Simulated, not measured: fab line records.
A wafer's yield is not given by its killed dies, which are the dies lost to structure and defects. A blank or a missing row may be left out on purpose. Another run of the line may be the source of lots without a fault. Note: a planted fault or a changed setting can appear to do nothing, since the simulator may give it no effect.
Matching of chambers :: flow n5-finfet :: 4 sister chambers for N5_BEOL_M6_DESCUM_33 on rie-diel-06
The step chemistry O2, time 7 s. 8 wafers are shown with their chamber, then 11 later ones without.

WAFERS, EACH WITH ITS CHAMBER
wafer: L082.2
chamber: 2
drypump-motor-current-A (A): 4.9
showerhead-plenum-p-Torr (Torr): 2.08

wafer: L082.4
chamber: 3
drypump-motor-current-A (A): 6.4
showerhead-plenum-p-Torr (Torr): 2.19

wafer: L085.3
chamber: 0
drypump-motor-current-A (A): 6.4
showerhead-plenum-p-Torr (Torr): 2.08

wafer: L085.5
chamber: 0
drypump-motor-current-A (A): 6.4
showerhead-plenum-p-Torr (Torr): 2.08

wafer: L087.2
chamber: 1
drypump-motor-current-A (A): 5.8
showerhead-plenum-p-Torr (Torr): 2.03

wafer: L087.5
chamber: 2
drypump-motor-current-A (A): 4.9
showerhead-plenum-p-Torr (Torr): 2.07

wafer: L087.6
chamber: 3
drypump-motor-current-A (A): 6.4
showerhead-plenum-p-Torr (Torr): 2.19

wafer: L088.1
chamber: 1
drypump-motor-current-A (A): 5.7
showerhead-plenum-p-Torr (Torr): 2.02

WAFERS MISSING THEIR CHAMBER
wafer: L088.4
drypump-motor-current-A (A): 6.3
showerhead-plenum-p-Torr (Torr): 2.08

wafer: L088.5
drypump-motor-current-A (A): 6.4
showerhead-plenum-p-Torr (Torr): 2.18

wafer: L090.3
drypump-motor-current-A (A): 5.7
showerhead-plenum-p-Torr (Torr): 2.02

wafer: L090.4
drypump-motor-current-A (A): 6.4
showerhead-plenum-p-Torr (Torr): 2.18

wafer: L090.6
drypump-motor-current-A (A): 6.4
showerhead-plenum-p-Torr (Torr): 2.18

wafer: L094.2
drypump-motor-current-A (A): 6.4
showerhead-plenum-p-Torr (Torr): 2.08

wafer: L094.3
drypump-motor-current-A (A): 4.9
showerhead-plenum-p-Torr (Torr): 2.07

wafer: L094.6
drypump-motor-current-A (A): 4.9
showerhead-plenum-p-Torr (Torr): 2.07

wafer: L096.4
drypump-motor-current-A (A): 5.7
showerhead-plenum-p-Torr (Torr): 2.02

wafer: L096.5
drypump-motor-current-A (A): 4.9
showerhead-plenum-p-Torr (Torr): 2.07

wafer: L096.6
drypump-motor-current-A (A): 6.4
showerhead-plenum-p-Torr (Torr): 2.18

EACH ONE'S CHAMBER
wafer: L088.4
from the rows above: 0
in truth: 0

wafer: L088.5
from the rows above: 3
in truth: 3

wafer: L090.3
from the rows above: 1
in truth: 1

wafer: L090.4
from the rows above: 3
in truth: 3

wafer: L090.6
from the rows above: 3
in truth: 3

wafer: L094.2
from the rows above: 0
in truth: 0

wafer: L094.3
from the rows above: 2
in truth: 2

wafer: L094.6
from the rows above: 2
in truth: 2

wafer: L096.4
from the rows above: 1
in truth: 1

wafer: L096.5
from the rows above: 2
in truth: 2

wafer: L096.6
from the rows above: 3
in truth: 3
11 of 11 placed correctly. Can't be placed from these rows: 0. Number placed wrongly: 0.
How it was worked out, from the rows above alone: a wafer's distance from a chamber is the root of the sum, over the readings, of the square of ((its reading less the chamber's mean) divided by the reading's scatter). The wafer belongs to the nearest chamber; if the next one is less than 2 further off, it can't be placed. For every chamber, the mean is computed from those of its wafers that are shown. The scatter: take each reading less its chamber's mean, square it, sum over the shown wafers, divide by the number of wafers less the number of chambers, and take the root.
